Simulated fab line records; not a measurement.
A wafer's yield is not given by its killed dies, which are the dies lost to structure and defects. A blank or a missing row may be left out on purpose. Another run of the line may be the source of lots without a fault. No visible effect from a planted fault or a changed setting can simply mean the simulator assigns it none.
Chamber matching | flow n5-finfet | N5_MOL_CONTACT_COAG_STRIP_96 on rie-diel-01 has 4 sister chambers
The step strips in N2/H2. 8 wafers are shown with their chamber, then 7 later ones without.

== WAFERS, EACH WITH ITS CHAMBER ==
wafer  | chamber | drypump-motor-current-A (A) | throttle-valve-pct (%)
L079.3 | 3       | 5.3                         | 19.3
L086.1 | 1       | 5.1                         | 18.8
L086.3 | 3       | 5.3                         | 19.3
L089.4 | 2       | 6.4                         | 18.2
L089.5 | 0       | 4.9                         | 18.9
L089.6 | 1       | 5.1                         | 18.8
L090.1 | 2       | 6.5                         | 18.2
L090.3 | 0       | 4.9                         | 18.8

== WAFERS WITHOUT THEIR CHAMBER ==
wafer  | drypump-motor-current-A (A) | throttle-valve-pct (%)
L090.5 | 5.1                         | 18.8
L094.1 | 6.5                         | 18.2
L094.5 | 5.1                         | 18.8
L094.6 | 4.9                         | 18.9
L095.1 | 6.4                         | 18.2
L095.4 | 5.3                         | 18.9
L095.5 | 5.1                         | 18.8

== CHAMBER TAKEN BY EACH ==
wafer  | from the rows above | in truth
L090.5 | 1                   | 1
L094.1 | 2                   | 2
L094.5 | 1                   | 1
L094.6 | 0                   | 0
L095.1 | 2                   | 2
L095.4 | 1                   | 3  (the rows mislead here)
L095.5 | 1                   | 1
6 of 7 placed correctly. Left unplaced by these rows: 0. 1 placed wrongly.
How it was worked out, from the rows above alone: a wafer's distance from a chamber is the root of the sum, over the readings, of the square of ((its reading less the chamber's mean) divided by the reading's scatter). The wafer belongs to the nearest chamber; if the next one is less than 2 further off, it can't be placed. Each chamber's mean is taken over the wafers shown for it. The scatter: take each reading less its chamber's mean, square it, sum over the shown wafers, divide by the number of wafers less the number of chambers, and take the root.
